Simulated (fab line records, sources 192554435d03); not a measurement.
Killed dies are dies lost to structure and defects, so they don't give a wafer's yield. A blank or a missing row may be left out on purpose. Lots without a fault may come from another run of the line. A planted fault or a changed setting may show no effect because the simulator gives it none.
One fault seen from 2 desks | flow n5_finfet | each desk has only its own numbers; what lay behind them comes last

THE TOOL OWNER'S DESK: pvd_sputter-03
The tool's own readings at N5_BEOL_M1_SPUTTER_92 (material Cu, target thk 4.5 nm, time 8.29 s): means of the sampled wafers that have a number, for each lot that ran on this tool. A lot is out of limits, marked OUT, if its mean lies more than 4 standard deviations from the usual mean; the brackets give that distance.
Columns: A = chamber_pressure_pa at N5_BEOL_M1_SPUTTER_92, usual 0.07 Pa; B = throttle_valve_pct at N5_BEOL_M1_SPUTTER_92, usual 29.9 %
lot  | first seen here | A              | B
L158 | day 7 21:37     | 0.07           | 30.8
L160 | day 8 21:07     | 0.07           | 30.4
L163 | day 9 03:38     | 0.07 (+35) OUT | 29.9
This desk's finding: out of limits on L163; first on L163, day 9 03:38 (chamber_pressure_pa at N5_BEOL_M1_SPUTTER_92). In limits: L158, L160.

THE METROLOGY DESK
What the gauges read, lot by lot, whatever tool the lot ran on: means of the sampled wafers that have a number. A lot is out of limits, marked OUT, if its mean lies more than 4 standard deviations from the usual mean; the brackets give that distance. Of its 10 readings 7 are shown: those that lie furthest out on some lot.
Columns: A = DIBL_N at N5_BEOL_M4_RC_MEAS_101, usual 37.0 mV/V; B = IOFF_N at N5_BEOL_M4_RC_MEAS_101, usual 0.17 nA/um; C = IOFF_P at N5_BEOL_M4_RC_MEAS_101, usual 0.23 nA/um; D = ION_N at N5_BEOL_M4_RC_MEAS_101, usual 675 uA/um; E = ION_P at N5_BEOL_M4_RC_MEAS_101, usual 460 uA/um; F = SS_P at N5_BEOL_M4_RC_MEAS_101, usual 73.6 mV/dec; G = VT_P at N5_BEOL_M4_RC_MEAS_101, usual -250 mV
lot  | first seen here | A    | B    | C    | D   | E   | F    | G
L152 | day 7 23:18     | 40.4 | 0.25 | 0.31 | 689 | 471 | 74.9 | -247
L153 | day 8 02:19     | 37.9 | 0.20 | 0.24 | 677 | 456 | 74.9 | -249
L156 | day 9 01:54     | 36.6 | 0.16 | 0.24 | 677 | 469 | 73.4 | -248
L158 | day 9 08:11     | 37.7 | 0.20 | 0.24 | 693 | 468 | 73.9 | -252
L160 | day 10 05:55    | 38.4 | 0.19 | 0.27 | 684 | 470 | 74.5 | -247
L161 | day 10 06:52    | 38.5 | 0.21 | 0.30 | 688 | 470 | 73.7 | -244
L163 | day 10 19:25    | 38.1 | 0.18 | 0.21 | 666 | 456 | 73.6 | -251
L167 | day 12 11:37    | 37.8 | 0.17 | 0.23 | 676 | 461 | 73.4 | -250
L172 | day 13 14:05    | 37.4 | 0.18 | 0.22 | 670 | 455 | 73.4 | -251
L175 | day 14 06:08    | 35.8 | 0.14 | 0.16 | 669 | 448 | 73.4 | -257
L174 | day 14 07:43    | 37.8 | 0.19 | 0.27 | 681 | 468 | 73.9 | -247
This desk's finding: nothing out of limits on any of the 11 lots.

PUT TOGETHER
The tool owner's desk could have raised an alarm at day 9 03:38, on L163.
The metrology desk saw nothing out of limits.
The metrology desk has L163 on record, within its limits.
Of the lots named, all ran N5_BEOL_M1_SPUTTER_92 on pvd_sputter-03.

WHAT THE SIMULATOR HAD PUT IN
Process parameter drift: pvd_sputter-03, from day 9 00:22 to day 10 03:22, at N5_BEOL_M1_SPUTTER_92. Setting chamber_pressure_pa, moved by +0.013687, from 0.07. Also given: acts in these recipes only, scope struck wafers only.
Lots struck among those shown: L163.
Hours from the fault's start to each desk's first reading out of limits: the tool owner's desk, 3.
